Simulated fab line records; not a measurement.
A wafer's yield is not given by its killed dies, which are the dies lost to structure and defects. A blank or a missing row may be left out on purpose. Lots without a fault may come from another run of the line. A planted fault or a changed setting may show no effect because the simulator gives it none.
Lot-split experiment + flow n5Finfet + 21 wafers read from 7 lots, route of 1938 steps

== SPLIT DETAILS ==
At N5_SDB_ETCH_17 (etches SiARC in CF4, target depth 23.4 nm, time 39 s), the setting biasW was moved away from the recipe's 36 W on 6 of the 21 wafers read, by -5.5% to +14.9%. All remaining wafers had this setting at the recipe value.

Reading taken at the split's own step.

== THE READING ==
rfVppV, in V, at N5_SDB_ETCH_17 (etches SiARC in CF4, target depth 23.4 nm, time 39 s). Fault-free wafers of this fab line usually give 184.0 V, standard deviation 1.2 V.

| wafer  | tool, chamber at the split | biasW as run, W | against the recipe | rfVppV, V | against lot-mates on the recipe |
|--------|----------------------------|-----------------|--------------------|-----------|---------------------------------|
| L075.2 | rieDiel-06, 1              | 36              | recipe             | 181.7     | -                               |
| L075.3 | rieDiel-06, 2              | 36              | recipe             | 183.8     | -                               |
| L075.6 | rieDiel-06, 2              | 36              | recipe             | 183.9     | -                               |
| L083.1 | rieDiel-03, 0              | 39.47           | +9.6%              | 197.2     | +13.1                           |
| L083.4 | rieDiel-03, 1              | 36              | recipe             | 184.1     | -                               |
| L083.5 | rieDiel-03, 3              | 36              | recipe             | 184.2     | -                               |
| L086.3 | rieDiel-03, 1              | 34.02           | -5.5%              | 177.5     | -6.8                            |
| L086.5 | rieDiel-03, 1              | 36              | recipe             | 183.9     | -                               |
| L086.6 | rieDiel-03, 2              | 36              | recipe             | 184.6     | -                               |
| L087.2 | rieDiel-02, 2              | 36              | recipe             | 181.8     | -                               |
| L087.3 | rieDiel-02, 0              | 36              | recipe             | 183.7     | -                               |
| L087.6 | rieDiel-02, 1              | 36              | recipe             | 182.8     | -                               |
| L091.2 | rieDiel-02, 1              | 41.36           | +14.9%             | 203.0     | +20.4                           |
| L091.3 | rieDiel-02, 3              | 41.36           | +14.9%             | 202.2     | +19.6                           |
| L091.5 | rieDiel-02, 2              | 36              | recipe             | 182.6     | -                               |
| L093.2 | rieDiel-06, 2              | 40.59           | +12.8%             | 196.6     | +13.8                           |
| L093.5 | rieDiel-06, 2              | 36              | recipe             | 182.8     | -                               |
| L093.6 | rieDiel-06, 3              | 40.59           | +12.8%             | 200.2     | +17.4                           |
| L095.2 | rieDiel-02, 3              | 36              | recipe             | 185.0     | -                               |
| L095.3 | rieDiel-02, 0              | 36              | recipe             | 184.3     | -                               |
| L095.6 | rieDiel-02, 1              | 36              | recipe             | 183.9     | -                               |

FIT RESULTS
A straight line over all 21 wafers: rfVppV changes by +1.24 V for each +1% of biasW; r = +0.99; the points scatter about the line by 1.2 V.
The same after taking each lot's own level away (the mean of its wafers on the recipe; 21 wafers): +1.3 V for each +1%; r = +0.99; scatter 0.91 V.
Per that fit: largest biasW move, reading shift of 19 V.
Measured against the standard deviation above, the lots' own levels, which go from 182.60 to 184.40 V, span 1.5 times it.
Hence the lot-to-lot level has little effect on the slope; both slopes agree.
Check: +18.9 V against its lot-mates is what the line predicts for one of the wafers moved furthest among these (+14.9%) when that wafer is left out of the fit. It came out at +20.4 V against them.
Tool readings at the split's step, against how far the setting was moved: rfVppV r = +0.99.

== THESE WAFERS: OTHER SPLITS ==
Other splits were also applied to these wafers ahead of the reading. Each is held against what the fit with the lots' levels taken away leaves over:
| other split on the same wafers      | wafers away from the commonest value | r with rfVppV (lot level and that fit taken away) |
|-------------------------------------|--------------------------------------|---------------------------------------------------|
| N5_WELL_APT_EXPOSE_05 doseMj        | 8                                    | -0.14                                             |
| N5_WELL_APT_DEVELOP_07 developTimeS | 8                                    | -0.30                                             |
| N5_FIN_SAQP_ALD_61 tempC            | 9                                    | +0.30                                             |
| N5_FIN_SAQP_PECVD_47 timeS          | 6                                    | +0.32                                             |
| N5_DUMMY_GATE_EXPOSE_12 doseMj      | 7                                    | -0.23                                             |
| N5_SD_EPI_N_EPI_21 timeS            | 9                                    | +0.36                                             |
| N5_SD_EPI_P_COAT_34 spinRpm         | 9                                    | +0.15                                             |

== THE FILE'S OWN FIT ==
rfVppV changes by +1.3 V for each +1% of biasW, r = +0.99.
